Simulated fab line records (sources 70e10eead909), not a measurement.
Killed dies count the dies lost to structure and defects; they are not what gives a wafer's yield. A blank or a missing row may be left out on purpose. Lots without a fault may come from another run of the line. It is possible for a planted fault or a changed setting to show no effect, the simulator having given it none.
Matching of chambers    flow nandHarc    4 sister chambers for NHARC_A_STAIRCASE_DESCUM_443 on rieDiel-03
The step chemistry O2, time 3 s. 16 wafers are shown with their chamber, then 8 later ones without.

WAFERS WITH THEIR CHAMBER
wafer   chamber  drypumpMotorCurrentA (A)  showerheadPlenumPTorr (Torr)  oesProductAu (a.u.)
L079.3  0        5.8                       1.85                          1.001
L079.4  1        5.4                       1.91                          0.987
L079.6  2        6.0                       1.81                          0.991
L084.2  2        6.0                       1.81                          0.997
L084.3  0        5.8                       1.85                          1.016
L084.6  3        5.5                       1.90                          1.011
L087.1  2        6.1                       1.81                          0.986
L087.2  3        5.5                       1.89                          0.996
L087.5  2        6.0                       1.81                          0.989
L089.3  2        6.1                       1.81                          0.989
L089.4  0        5.8                       1.84                          0.999
L089.5  1        5.4                       1.90                          0.989
L091.3  0        5.8                       1.84                          1.009
L091.5  1        5.4                       1.90                          0.987
L091.6  2        6.0                       1.80                          0.993
L092.2  2        6.1                       1.80                          0.994

SIGNATURES, as means of the wafers listed above
reading                chamber 0  chamber 1  chamber 2  chamber 3  scatter within a chamber
drypumpMotorCurrentA   5.800      5.400      6.043      5.500      0.0378
showerheadPlenumPTorr  1.8450     1.9033     1.8071     1.8950     0.00547
oesProductAu           1.00625    0.98767    0.99129    1.00350    0.00562
Rule: for a wafer and a chamber, the distance is found by dividing, reading by reading, the gap between the wafer's reading and the chamber's mean by the reading's scatter, squaring, summing and taking the root. The wafer belongs to the nearest chamber; if the next one is less than 2 further off, it can't be placed. The scatter: the root of (the sum of the squares of (reading less its chamber's mean) over the shown wafers, divided by (wafers less chambers)).

WAFERS WITH NO CHAMBER GIVEN
wafer   drypumpMotorCurrentA (A)  showerheadPlenumPTorr (Torr)  oesProductAu (a.u.)
L092.4  5.8                       1.84                          1.020
L092.5  5.4                       1.89                          0.991
L096.1  5.4                       1.89                          1.006
L096.3  5.6                       1.89                          1.014
L096.5  5.4                       1.89                          1.001
L097.2  5.8                       1.84                          1.007
L097.3  5.4                       1.89                          0.992
L097.6  5.4                       1.89                          0.990

WHICH CHAMBER EACH ONE RAN IN
wafer   from the rows above      in truth
L092.4  0                        0
L092.5  can't be placed: 1 or 3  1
L096.1  can't be placed: 3 or 1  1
L096.3  3                        3
L096.5  can't be placed: 3 or 1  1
L097.2  0                        0
L097.3  can't be placed: 1 or 3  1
L097.6  can't be placed: 1 or 3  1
Placed correctly: 3 of 8. Can't be placed from these rows: 5 (the true chamber is among the candidates in 5). Placed wrongly: 0.
